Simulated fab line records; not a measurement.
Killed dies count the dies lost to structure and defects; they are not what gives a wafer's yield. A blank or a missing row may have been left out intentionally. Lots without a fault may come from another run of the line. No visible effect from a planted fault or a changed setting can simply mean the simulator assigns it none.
fab line records -- flow n5_finfet -- part 1 of 2: steps 1 to 4 of 6
record lots=22, wafers=66, last_day=19
route steps=1938 shown MOL_CONTACT_COAG@615 BEOL_M0_SAQP@652
lots that met no fault: taken from a fault-free run of the same line
start_h: the number of hours between the record's first day and the start of the first shown wafer of the lot -- wait_h: hours from the lot's prior step to this one -- " repeats the value in the row above -- L1.1+2: one row covering several wafers at once -- - either no value or no given start -- * or withheld: withheld -- < > ~ a bound
route shown NAME@n: NAME is a module with steps in the file, n the number in the route of the first one -- usual: mean/standard deviation taken from wafers without a fault -- same: alike in all rows -- chamber/n: place in a boat -- sites: readings site by site -- _std_site: how widely they spread, as a standard deviation -- _edge_site: outer sites' mean less inner sites' -- radius_mm: how far each site lies from the wafer's centre -- mask NAME#n: copy n -- behind: the tool/chamber that last shaped the wafer -- hold: what put the lot on hold/how long, in hours/how the hold closed -- device: names the non-switching transistor (n, p or np) -- end of line: the route-end tests of the same wafers -- a step given without rows: its recipe and nothing more -- killed: dies lost to structure and defects at the first sort, not the wafer's yield -- map: shows each die of a wafer: x if killed, . if not, _ if none is there
set.NAME: setting as actually run; set.NAME@STEP: the setting as run at that earlier step -- model.NAME: the simulator's own value behind a step, which no gauge read
the route's steps for a sample of lots (tables are steps, rows are wafers)
services: from which hour (start_h, from the record's first day; less than 0 if before it) a tool's chamber was out of use, for how many hours, and why
## steps
# step N5_MOL_CONTACT_COAG_VIA_ETCH_117
# recipe chemistry=C4F6/O2, target_depth_a=400, overetch_a=80, mask_material=SOC, target=SiO2, bias_w=455, pressure_mtorr=10, time_s=26, source_w=325, Ar_flow_sccm=300, C4F6_flow_sccm=10, O2_flow_sccm=10, ion_energy_ev=575.3, ends=end_point
# usual C4F6_flow_sccm=10.001/0.029, drypump_motor_current_A=5.50/0.28, oes_product_au=0.70/0.08, rf_vpp_V=1569/22, showerhead_plenum_p_Torr=2.83/0.097, throttle_valve_pct=40.9/0.48
lot.wafer,tool,chamber,start_h,wait_h,C4F6_flow_sccm,drypump_motor_current_A,oes_product_au,rf_hours_counter_h,rf_vpp_V,showerhead_plenum_p_Torr,throttle_valve_pct
L074.1,rie_diel-04,1,101.73,0.0,9.971,5.92,0.66,183,1586,2.73,40.9
L074.2,rie_diel-04,2,101.73,0.0,9.970,5.43,0.63,223,1574,2.80,40.6
L074.6,rie_diel-04,3,101.73,0.0,10.026,5.21,0.68,-,1581,2.82,40.5
L075.2,rie_diel-01,3,110.30,0.0,10.021,5.26,0.84,4,1543,2.76,40.0
L075.3,rie_diel-01,0,110.30,0.0,9.991,5.35,0.66,180,1586,2.94,41.0
L075.5,rie_diel-01,2,110.30,0.0,9.995,5.79,0.68,-,1570,2.72,40.9
L076.3,rie_diel-01,2,115.65,0.0,10.031,5.76,0.68,177,1572,2.72,40.9
L076.4,rie_diel-01,0,115.65,0.0,9.966,5.33,0.67,181,1585,2.93,41.1
L076.5,rie_diel-01,2,115.65,0.0,10.009,5.77,0.68,-,1571,2.72,40.9
L077.2,rie_diel-04,2,117.42,0.0,9.985,5.41,0.63,228,1575,2.80,40.6
L077.3,rie_diel-04,0,117.42,0.0,10.031,5.55,0.67,197,1551,2.83,41.4
L077.5,rie_diel-04,3,117.42,0.0,9.996,5.22,0.68,-,1582,2.82,40.5
L078.3,rie_diel-04,1,124.52,0.0,10.010,5.91,0.65,190,1585,2.73,40.9
L078.4,rie_diel-04,2,124.52,0.0,10.013,5.38,0.63,230,1575,2.80,40.6
L078.6,rie_diel-04,0,124.52,0.0,10.099,5.52,0.66,-,1552,2.83,41.4
L079.1,rie_diel-04,1,136.03,0.0,9.967,5.91,0.65,194,1587,2.73,40.9
L079.3,rie_diel-04,0,136.03,0.0,9.980,5.51,0.66,202,1553,2.82,41.4
L079.4,rie_diel-04,2,136.03,0.0,9.981,5.41,0.63,233,1575,2.80,40.6
L080.3,rie_diel-01,2,139.35,0.0,9.996,5.77,0.67,186,1570,2.72,40.9
L080.4,rie_diel-01,2,139.35,0.0,9.996,5.77,0.67,-,1570,2.72,40.9
L080.5,rie_diel-01,1,139.35,0.0,9.985,5.63,0.63,-,1603,2.70,40.7
L082.1,rie_diel-03,0,155.43,0.0,10.026,5.82,0.86,1,1583,2.91,40.6
L082.2,rie_diel-03,1,155.43,0.0,10.050,5.84,0.61,229,1568,2.95,41.7
L082.4,rie_diel-03,2,155.43,0.0,10.002,4.93,0.83,10,1555,3.04,41.7
L083.1,rie_diel-01,0,157.55,0.0,10.008,5.34,0.66,193,1587,2.93,41.1
L083.4,rie_diel-01,1,157.55,0.0,9.989,5.64,0.62,210,1604,2.70,40.7
L083.5,rie_diel-01,3,157.55,0.0,10.049,5.24,0.80,-,1546,2.76,40.0
L085.1,rie_diel-04,3,169.86,0.0,9.963,5.22,0.67,169,1582,2.81,40.5
L085.2,rie_diel-04,2,169.86,0.0,10.007,5.41,0.62,246,1573,2.79,40.6
L085.6,rie_diel-04,1,169.86,0.0,10.018,5.91,0.65,-,1584,2.72,40.9
L086.2,rie_diel-04,2,174.58,0.0,10.010,5.40,0.61,248,1574,2.79,40.6
L086.3,rie_diel-04,3,174.58,0.0,9.999,5.23,0.66,171,1582,2.81,40.5
L086.4,rie_diel-04,0,174.58,0.0,9.961,5.54,0.65,213,1552,2.82,41.4
L087.2,rie_diel-03,3,178.96,0.0,10.017,5.44,0.75,53,1519,2.86,41.0
L087.3,rie_diel-03,2,178.96,0.0,9.993,4.92,0.81,17,1554,3.04,41.7
L087.4,rie_diel-03,1,178.96,0.0,9.977,5.86,0.61,236,1570,2.94,41.7
L088.1,rie_diel-03,3,188.38,0.0,9.993,5.43,0.74,56,1520,2.86,41.0
L088.3,rie_diel-03,2,188.38,0.0,10.000,4.93,0.81,21,1556,3.04,41.7
L088.5,rie_diel-03,2,188.38,0.0,10.044,4.92,0.81,-,1554,3.04,41.7
L089.2,rie_diel-04,3,193.57,0.0,9.994,5.23,0.66,178,1583,2.81,40.5
L089.4,rie_diel-04,1,193.57,0.0,10.040,5.93,0.64,-,1587,2.72,40.9
L089.5,rie_diel-04,0,193.57,0.0,9.961,5.52,0.65,-,1552,2.82,41.4
L090.1,rie_diel-04,1,194.72,0.0,10.001,5.90,0.65,213,1587,2.72,40.9
L090.2,rie_diel-04,3,194.72,0.0,9.982,5.23,0.66,178,1581,2.81,40.5
L090.4,rie_diel-04,1,194.72,0.0,9.975,5.93,0.65,-,1586,2.72,40.9
L091.2,rie_diel-04,1,200.33,0.0,10.012,5.92,0.64,216,1586,2.72,40.9
L091.4,rie_diel-04,0,200.33,0.0,10.040,5.53,0.65,223,1551,2.82,41.4
L091.5,rie_diel-04,1,200.33,0.0,9.994,5.92,0.64,-,1586,2.72,40.9
L092.1,rie_diel-04,0,207.39,0.0,10.059,5.58,0.65,226,1552,2.81,41.4
L092.2,rie_diel-04,2,207.39,0.0,9.967,5.41,0.85,5,1574,2.79,40.2
L092.3,rie_diel-04,3,207.39,0.0,10.018,5.22,0.66,185,1582,2.81,40.6
L093.1,rie_diel-03,0,213.57,0.0,10.018,5.82,0.79,22,1582,2.90,40.6
L093.2,rie_diel-03,2,213.57,0.0,9.976,4.94,0.79,29,1553,3.03,41.7
L093.4,rie_diel-03,3,213.57,0.0,10.008,5.44,0.74,65,1518,2.85,41.0
L094.2,rie_diel-03,0,225.05,0.0,10.030,5.82,0.79,27,1581,2.90,40.6
L094.3,rie_diel-03,3,225.05,0.0,10.026,5.45,0.74,69,1518,2.85,41.0
L094.4,rie_diel-03,0,225.05,0.0,10.002,5.83,0.79,-,1580,2.90,40.6
L095.3,rie_diel-01,1,225.23,0.0,9.963,5.64,0.61,239,1602,2.68,40.7
L095.4,rie_diel-01,3,225.23,0.0,9.968,5.27,0.76,-,1542,2.74,40.0
L095.5,rie_diel-01,1,225.23,0.0,9.985,5.61,0.61,-,1602,2.68,40.7
L096.2,rie_diel-01,3,233.41,0.0,9.981,5.25,0.76,55,1543,2.74,40.0
L096.3,rie_diel-01,0,233.41,0.0,10.059,5.32,0.65,226,1585,2.91,41.1
L096.5,rie_diel-01,0,233.41,0.0,10.017,5.33,0.64,-,1585,2.91,41.1
L097.2,rie_diel-01,0,237.12,0.0,10.004,5.34,0.64,228,1585,2.91,41.1
L097.4,rie_diel-01,1,237.12,0.0,10.036,5.65,0.61,-,1604,2.68,40.7
L097.6,rie_diel-01,1,237.12,0.0,10.005,5.63,0.60,-,1604,2.68,40.7
# step N5_MOL_CONTACT_COAG_THK_MEAS_53
# recipe reads=SiO2_of_MOL_CONTACT_COAG_PECVD_31
# usual VIA_MOL_THK=44.1/0.6
lot.wafer,tool,chamber,start_h,wait_h,VIA_MOL_THK[nm]
L074.1,film_metro-01,-,102.83,-,43.6
L074.2,film_metro-01,-,102.83,-,43.4
L074.6,film_metro-01,-,102.83,-,44.7
L075.2,film_metro-01,-,111.53,-,43.6
L075.3,film_metro-01,-,111.53,-,44.8
L075.5,film_metro-01,-,111.53,-,44.8
L076.3,film_metro-01,-,116.75,-,43.4
L076.4,film_metro-01,-,116.75,-,44.1
L076.5,film_metro-01,-,116.75,-,44.2
L077.2,film_metro-02,-,118.57,-,43.7
L077.3,film_metro-02,-,118.57,-,43.8
L077.5,film_metro-02,-,118.57,-,44.2
L078.3,film_metro-01,-,125.65,-,44.4
L078.4,film_metro-01,-,125.65,-,44.8
L078.6,film_metro-01,-,125.65,-,45.0
L079.1,film_metro-02,-,137.12,-,43.5
L079.3,film_metro-02,-,137.12,-,43.2
L079.4,film_metro-02,-,137.12,-,44.6
L080.3,film_metro-01,-,140.45,-,43.8
L080.4,film_metro-01,-,140.45,-,44.4
L080.5,film_metro-01,-,140.45,-,44.2
L082.1,film_metro-02,-,157.11,-,44.0
L082.2,film_metro-02,-,157.11,-,44.2
L082.4,film_metro-02,-,157.11,-,44.1
L083.1,film_metro-02,-,158.71,-,43.3
L083.4,film_metro-02,-,158.71,-,44.8
L083.5,film_metro-02,-,158.71,-,44.0
L085.1,film_metro-01,-,170.97,-,44.1
L085.2,film_metro-01,-,170.97,-,43.9
L085.6,film_metro-01,-,170.97,-,44.8
L086.2,film_metro-02,-,175.68,-,44.1
L086.3,film_metro-02,-,175.68,-,44.0
L086.4,film_metro-02,-,175.68,-,44.4
L087.2,film_metro-02,-,180.21,-,44.8
L087.3,film_metro-02,-,180.21,-,43.8
L087.4,film_metro-02,-,180.21,-,43.7
L088.1,film_metro-02,-,189.48,-,43.1
L088.3,film_metro-02,-,189.48,-,43.6
L088.5,film_metro-02,-,189.48,-,44.1
L089.2,film_metro-02,-,194.68,-,44.0
L089.4,film_metro-02,-,194.68,-,45.3
L089.5,film_metro-02,-,194.68,-,45.5
L090.1,film_metro-01,-,195.82,-,43.7
L090.2,film_metro-01,-,195.82,-,43.6
L090.4,film_metro-01,-,195.82,-,44.0
L091.2,film_metro-01,-,201.43,-,43.4
L091.4,film_metro-01,-,201.43,-,44.3
L091.5,film_metro-01,-,201.43,-,44.9
L092.1,film_metro-02,-,208.50,-,43.2
L092.2,film_metro-02,-,208.50,-,43.4
L092.3,film_metro-02,-,208.50,-,44.0
L093.1,film_metro-01,-,214.68,-,43.7
L093.2,film_metro-01,-,214.68,-,43.4
L093.4,film_metro-01,-,214.68,-,44.2
L094.2,film_metro-01,-,226.14,-,43.6
L094.3,film_metro-01,-,226.14,-,44.8
L094.4,film_metro-01,-,226.14,-,45.1
L095.3,film_metro-02,-,226.33,-,44.0
L095.4,film_metro-02,-,226.33,-,45.1
L095.5,film_metro-02,-,226.33,-,44.7
L096.2,film_metro-02,-,234.51,-,43.3
L096.3,film_metro-02,-,234.51,-,44.3
L096.5,film_metro-02,-,234.51,-,43.7
L097.2,film_metro-02,-,238.31,-,43.6
L097.4,film_metro-02,-,238.31,-,44.0
L097.6,film_metro-02,-,238.31,-,44.2
# step N5_BEOL_M0_SAQP_DESCUM_19
# recipe chemistry=O2, time_s=7.9, source_power_w=50, bias_power_w=20, pressure_mtorr=20, rf_frequency_hz=2.712e+07, temp_c=40, resist=CAR-ArF, o2_flow_sccm=225
# usual drypump_motor_current_A=6.2/0.45, oes_product_au=0.75/0.066, rf_vpp_V=243.0/1.4, showerhead_plenum_p_Torr=2.08/0.069, throttle_valve_pct=20.50/0.21
lot.wafer,tool,chamber,start_h,wait_h,drypump_motor_current_A,oes_product_au,rf_hours_counter_h,rf_vpp_V,showerhead_plenum_p_Torr,throttle_valve_pct
L074.1,rie_diel-02,2,108.23,0.0,5.8,0.71,193,243.3,2.07,20.43
L074.2,rie_diel-02,0,108.23,0.0,6.5,0.74,132,244.4,2.10,20.70
L074.6,rie_diel-02,2,108.23,0.0,5.9,0.71,-,242.9,2.07,20.43
L075.2,rie_diel-02,2,116.23,0.2,5.8,0.71,196,244.0,2.07,20.43
L075.3,rie_diel-02,1,116.23,0.2,5.7,0.72,155,243.5,2.18,20.45
L075.5,rie_diel-02,3,116.23,0.2,6.5,0.81,-,241.5,2.03,20.62
L076.3,rie_diel-06,2,122.38,0.0,6.7,0.72,202,240.6,2.00,20.64
L076.4,rie_diel-06,1,122.38,0.0,5.7,0.78,131,242.1,2.02,20.13
L076.5,rie_diel-06,2,122.38,0.0,6.7,0.72,-,242.9,2.00,20.63
L077.2,rie_diel-05,2,128.93,0.0,6.7,0.72,211,242.9,2.08,20.40
L077.3,rie_diel-05,1,128.93,0.0,5.7,0.71,186,241.7,1.99,20.58
L077.5,rie_diel-05,3,128.93,0.0,5.2,0.74,-,242.9,2.09,20.42
L078.3,rie_diel-02,3,130.65,0.0,6.5,0.80,96,241.7,2.02,20.60
L078.4,rie_diel-02,0,130.65,0.0,6.6,0.74,137,243.6,2.10,20.70
L078.6,rie_diel-02,0,130.65,0.0,6.5,0.74,-,242.4,2.10,20.71
L079.1,rie_diel-06,0,142.34,0.2,6.4,0.94,22,243.2,2.14,20.18
L079.3,rie_diel-06,2,142.34,0.2,6.7,0.71,207,240.7,2.00,20.64
L079.4,rie_diel-06,3,142.34,0.2,5.5,0.73,156,244.9,2.18,20.66
L080.3,rie_diel-02,0,148.34,0.0,6.5,0.74,142,243.3,2.10,20.71
L080.4,rie_diel-02,3,148.34,0.0,6.5,0.80,101,242.3,2.02,20.64
L080.5,rie_diel-02,0,148.34,0.0,6.6,0.73,-,242.7,2.10,20.72
L082.1,rie_diel-06,0,164.76,0.0,6.4,0.93,28,242.6,2.14,20.18
L082.2,rie_diel-06,1,164.76,0.0,5.8,0.77,141,241.6,2.02,20.16
L082.4,rie_diel-06,2,164.76,0.0,6.7,0.71,213,241.9,1.99,20.66
L083.1,rie_diel-06,1,165.97,0.0,5.8,0.77,141,241.0,2.02,20.15
L083.4,rie_diel-06,2,165.97,0.0,6.7,0.70,213,241.0,1.99,20.65
L083.5,rie_diel-06,2,165.97,0.0,6.7,0.71,-,242.5,1.99,20.65
L085.1,rie_diel-06,3,176.88,0.0,5.6,0.72,167,244.6,2.18,20.68
L085.2,rie_diel-06,0,176.88,0.0,6.5,0.89,31,244.8,2.14,20.21
L085.6,rie_diel-06,2,176.88,0.0,6.7,0.69,-,240.5,1.99,20.65
L086.2,rie_diel-02,1,182.61,0.0,5.7,0.71,172,244.1,2.18,20.46
L086.3,rie_diel-02,3,182.61,0.0,6.5,0.79,110,242.0,2.02,20.65
L086.4,rie_diel-02,2,182.61,0.0,5.9,0.71,213,243.8,2.06,20.46
L087.2,rie_diel-02,3,185.15,0.0,6.6,0.78,111,241.8,2.02,20.66
L087.3,rie_diel-02,2,185.15,0.0,5.9,0.70,214,242.7,2.06,20.46
L087.4,rie_diel-02,0,185.15,0.0,6.5,0.73,152,243.2,2.09,20.72
L088.1,rie_diel-06,0,195.13,0.0,6.5,0.90,37,243.7,2.14,20.19
L088.3,rie_diel-06,1,195.13,0.0,5.8,0.76,149,242.3,2.01,20.17
L088.5,rie_diel-06,3,195.13,0.0,5.6,0.71,-,243.7,2.18,20.69
L089.2,rie_diel-02,1,199.55,0.0,5.7,0.70,178,245.1,2.17,20.47
L089.4,rie_diel-02,2,199.55,0.0,5.8,0.69,219,243.3,2.06,20.45
L089.5,rie_diel-02,0,199.55,0.0,6.5,0.73,-,241.7,2.09,20.73
L090.1,rie_diel-06,0,202.52,0.0,6.5,0.89,39,245.4,2.14,20.20
L090.2,rie_diel-06,1,202.52,0.0,5.8,0.77,152,243.2,2.01,20.18
L090.4,rie_diel-06,1,202.52,0.0,5.8,0.76,-,240.8,2.01,20.18
L091.2,rie_diel-06,1,206.74,0.2,5.8,0.76,153,241.1,2.01,20.19
L091.4,rie_diel-06,3,206.74,0.2,5.6,0.71,175,243.6,2.18,20.68
L091.5,rie_diel-06,2,206.74,0.2,6.7,0.70,-,240.8,1.99,20.67
L092.1,rie_diel-02,3,213.78,0.1,6.5,0.78,120,240.9,2.02,20.67
L092.2,rie_diel-02,2,213.78,0.1,5.9,0.69,224,241.3,2.06,20.47
L092.3,rie_diel-02,1,213.78,0.1,5.7,0.70,183,243.7,2.17,20.49
L093.1,rie_diel-06,0,219.59,0.0,6.5,0.90,44,245.0,2.14,20.20
L093.2,rie_diel-06,1,219.59,0.0,5.8,0.76,158,241.3,2.01,20.17
L093.4,rie_diel-06,1,219.59,0.0,5.7,0.76,-,242.5,2.01,20.18
L094.2,rie_diel-06,1,232.14,0.0,5.8,0.76,161,242.4,2.01,20.20
L094.3,rie_diel-06,0,232.14,0.0,6.4,0.88,48,242.6,2.14,20.22
L094.4,rie_diel-06,2,232.14,0.0,6.7,0.69,232,242.1,1.99,20.67
L095.3,rie_diel-02,2,235.96,0.6,5.8,0.68,231,243.4,2.06,20.47
L095.4,rie_diel-02,3,235.96,0.6,6.5,0.77,126,242.3,2.01,20.67
L095.5,rie_diel-02,1,235.96,0.6,5.7,0.70,-,244.9,2.17,20.50
L096.2,rie_diel-02,3,241.99,0.2,6.5,0.77,128,241.9,2.01,20.67
L096.3,rie_diel-02,2,241.99,0.2,5.8,0.69,234,242.6,2.06,20.49
L096.5,rie_diel-02,0,241.99,0.2,6.5,0.72,-,243.8,2.09,20.73
L097.2,rie_diel-02,1,242.89,0.0,5.7,0.70,192,244.4,2.17,20.49
L097.4,rie_diel-02,0,242.89,0.0,6.5,0.72,168,243.6,2.09,20.76
L097.6,rie_diel-02,3,242.89,0.0,6.6,0.77,-,242.0,2.01,20.67
# step N5_BEOL_M0_SAQP_MANDREL1_REMOVE_100
# recipe chemistry=HBr/Cl2/O2, bt_time_s=10, target=a-Si, stop_on=SiNx, endpoint=OES-SiCl, over_etch_frac=0.85, icp_w=600, bias_w=30, HBr_flow_sccm=150, Cl2_flow_sccm=80, O2_flow_sccm=5, pressure_mtorr=10
# usual drypump_motor_current_A=5.7/0.55, oes_product_au=1.004/0.017, throttle_valve_pct=36.8/0.33
# same bt_time_s=10
lot.wafer,tool,chamber,start_h,wait_h,drypump_motor_current_A,oes_product_au,rf_hours_counter_h,throttle_valve_pct
L074.1,rie_si-04,1,109.72,0.1,4.8,0.982,40,36.6
L074.2,rie_si-04,0,109.72,0.1,5.4,1.013,13,36.9
L074.6,rie_si-04,0,109.72,0.1,5.5,1.001,-,36.9
L075.2,rie_si-03,0,117.94,0.1,6.2,1.004,144,37.0
L075.3,rie_si-03,2,117.94,0.1,5.6,1.016,10,36.6
L075.5,rie_si-03,0,117.94,0.1,6.2,0.988,-,37.0
L076.3,rie_si-01,1,124.00,0.1,5.9,1.001,172,36.5
L076.4,rie_si-01,0,124.00,0.1,5.5,1.047,71,36.7
L076.5,rie_si-01,0,124.00,0.1,5.5,1.047,-,36.7
L077.2,rie_si-04,2,130.38,0.1,5.8,1.010,148,36.6
L077.3,rie_si-04,1,130.38,0.1,4.8,0.995,40,36.5
L077.5,rie_si-04,3,130.38,0.1,5.6,1.008,-,36.6
L078.3,rie_si-04,0,133.41,0.1,5.5,1.016,13,36.9
L078.4,rie_si-04,3,133.41,0.1,5.6,1.009,166,36.5
L078.6,rie_si-04,1,133.41,0.1,4.8,0.990,-,36.6
L079.1,rie_si-01,2,143.82,0.1,5.1,1.005,177,37.5
L079.3,rie_si-01,1,143.82,0.1,5.9,1.006,172,36.5
L079.4,rie_si-01,0,143.82,0.1,5.4,1.045,72,36.7
L080.3,rie_si-04,1,149.84,0.1,4.8,0.995,40,36.6
L080.4,rie_si-04,3,149.84,0.1,5.6,1.004,166,36.5
L080.5,rie_si-04,2,149.84,0.1,5.7,1.011,-,36.5
L082.1,rie_si-03,1,166.21,0.1,6.8,1.004,22,36.6
L082.2,rie_si-03,3,166.21,0.1,5.5,0.988,71,37.2
L082.4,rie_si-03,0,166.21,0.1,6.2,0.997,-,37.0
L083.1,rie_si-03,1,167.68,0.1,6.8,1.002,22,36.6
L083.4,rie_si-03,0,167.68,0.1,6.2,1.012,-,37.1
L083.5,rie_si-03,3,167.68,0.1,5.5,0.984,-,37.2
L085.1,rie_si-03,0,178.62,0.1,6.2,0.993,145,37.0
L085.2,rie_si-03,2,178.62,0.1,5.7,1.018,10,36.6
L085.6,rie_si-03,1,178.62,0.1,6.8,0.999,-,36.6
L086.2,rie_si-01,2,184.11,0.1,5.1,0.993,178,37.5
L086.3,rie_si-01,1,184.11,0.1,5.9,0.995,173,36.5
L086.4,rie_si-01,1,184.11,0.1,6.0,0.994,-,36.5
L087.2,rie_si-01,0,187.82,0.1,5.4,1.027,73,36.7
L087.3,rie_si-01,2,187.82,0.1,5.1,0.986,178,37.5
L087.4,rie_si-01,1,187.82,0.1,5.9,0.985,-,36.5
L088.1,rie_si-01,2,196.59,0.1,5.1,1.002,178,37.5
L088.3,rie_si-01,1,196.59,0.1,6.0,1.005,173,36.5
L088.5,rie_si-01,1,196.59,0.1,6.0,0.998,-,36.5
L089.2,rie_si-03,1,201.05,0.1,6.8,1.011,23,36.6
L089.4,rie_si-03,2,201.05,0.1,5.6,1.016,11,36.6
L089.5,rie_si-03,2,201.05,0.1,5.6,1.022,-,36.6
L090.1,rie_si-01,1,203.97,0.1,5.9,0.997,174,36.5
L090.2,rie_si-01,2,203.97,0.1,5.1,0.995,179,37.5
L090.4,rie_si-01,3,203.97,0.1,4.7,1.000,0,37.2
L091.2,rie_si-01,1,208.29,0.1,6.0,0.991,174,36.5
L091.4,rie_si-01,0,208.29,0.1,5.4,1.042,73,36.7
L091.5,rie_si-01,1,208.29,0.1,5.9,0.996,-,36.5
L092.1,rie_si-01,1,215.35,0.1,6.0,0.998,174,36.5
L092.2,rie_si-01,0,215.35,0.1,5.4,1.037,73,36.7
L092.3,rie_si-01,3,215.35,0.1,4.7,0.993,0,37.2
L093.1,rie_si-03,0,221.37,0.1,6.2,1.001,146,37.1
L093.2,rie_si-03,3,221.37,0.1,5.4,0.977,72,37.2
L093.4,rie_si-03,1,221.37,0.1,6.8,0.998,23,36.6
L094.2,rie_si-04,3,233.59,0.1,5.6,0.995,168,36.6
L094.3,rie_si-04,2,233.59,0.1,5.8,1.004,150,36.5
L094.4,rie_si-04,0,233.59,0.1,5.4,1.001,15,36.9
L095.3,rie_si-03,2,237.74,0.1,5.7,1.013,12,36.6
L095.4,rie_si-03,3,237.74,0.1,5.5,0.976,-,37.2
L095.5,rie_si-03,2,237.74,0.1,5.6,1.011,-,36.6
L096.2,rie_si-04,2,243.47,0.1,5.8,1.002,150,36.5
L096.3,rie_si-04,1,243.47,0.1,4.8,0.997,42,36.5
L096.5,rie_si-04,3,243.47,0.1,5.6,1.021,-,36.6
L097.2,rie_si-03,2,244.34,0.1,5.6,1.010,12,36.6
L097.4,rie_si-03,3,244.34,0.1,5.4,0.991,-,37.2
L097.6,rie_si-03,1,244.34,0.1,6.8,1.009,-,36.6
